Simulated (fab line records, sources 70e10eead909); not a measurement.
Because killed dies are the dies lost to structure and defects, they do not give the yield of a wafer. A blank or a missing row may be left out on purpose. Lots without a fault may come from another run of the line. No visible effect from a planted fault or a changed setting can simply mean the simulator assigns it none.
2 desks looking at one fault / flow nand harc / numbers are kept per desk, each desk with only its own; the story behind them comes last

## AT THE TOOL OWNER'S DESK: pvd sputter-01
The tool's own readings at NHARC_A_BLC_PVD_32 (deposits Ti, target thk 5 nm, time 17.7 s): means of the sampled wafers that have a number, for each lot that ran on this tool. The brackets show how far a lot's mean lies from the usual mean; more than 4 standard deviations puts the lot out of limits, marked OUT.
Columns: A = cathode dc power W at NHARC_A_BLC_PVD_32, usual 5000.0 W; B = throttle valve pct at NHARC_A_BLC_PVD_32, usual 30.4 %
lot=L911; first seen here=day 28 00:25; A=5111.2 (+99 or more) OUT; B=30.5
lot=L923; first seen here=day 30 17:44; A=4999.9; B=30.5
This desk's finding: out of limits on L911; first on L911, day 28 00:25 (cathode dc power W at NHARC_A_BLC_PVD_32). Within limits: L923.

## FROM THE METROLOGY DESK
Lot by lot, what the gauges showed, no matter which tool ran the lot: averages of those sampled wafers that carry a number. The brackets show how far a lot's mean lies from the usual mean; more than 4 standard deviations puts the lot out of limits, marked OUT.
Columns: A = cd nm at NHARC_A_CONTACT_CD_MEAS_15, usual 189.8 nm; B = cd nm at NHARC_A_BLC_CD_MEAS_19, usual 100 nm
lot=L906; first seen here=day 22 11:22; A=190.2; B=100
lot=L910; first seen here=day 23 19:00; A=190.4; B=98
lot=L909; first seen here=day 24 12:45; A=190.6; B=99
lot=L912; first seen here=day 25 03:45; A=189.9; B=104
lot=L914; first seen here=day 26 02:47; A=189.6; B=105
lot=L911; first seen here=day 27 19:43; A=189.5; B=97
lot=L922; first seen here=day 30 00:53; A=189.8; B=98
lot=L923; first seen here=day 30 12:54; A=190.5; B=103
lot=L924; first seen here=day 30 17:41; A=189.1; B=104
lot=L925; first seen here=day 30 19:23; A=188.7; B=98
lot=L926; first seen here=day 31 03:13; A=189.6; B=99
lot=L928; first seen here=day 31 06:33; A=190.0; B=103
lot=L927; first seen here=day 31 07:01; A=190.7; B=101
Result from this desk: across the 13 lots, nothing is out of limits.

## PUT TOGETHER
The tool owner's desk had the chance to raise an alarm at day 28 00:25 on L911.
At the metrology desk, nothing out of limits was observed.
The metrology desk has L911 on record, within its limits.
Every lot named ran NHARC_A_BLC_PVD_32 on pvd sputter-01.

## WHAT THE SIMULATOR HAD PUT IN
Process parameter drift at NHARC_A_BLC_PVD_32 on pvd sputter-01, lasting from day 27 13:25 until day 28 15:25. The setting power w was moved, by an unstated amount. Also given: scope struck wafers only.
Struck lots among those shown: L911.
How many hours passed from the start of the fault until each desk's first out-of-limits reading: the tool owner's desk, 11.
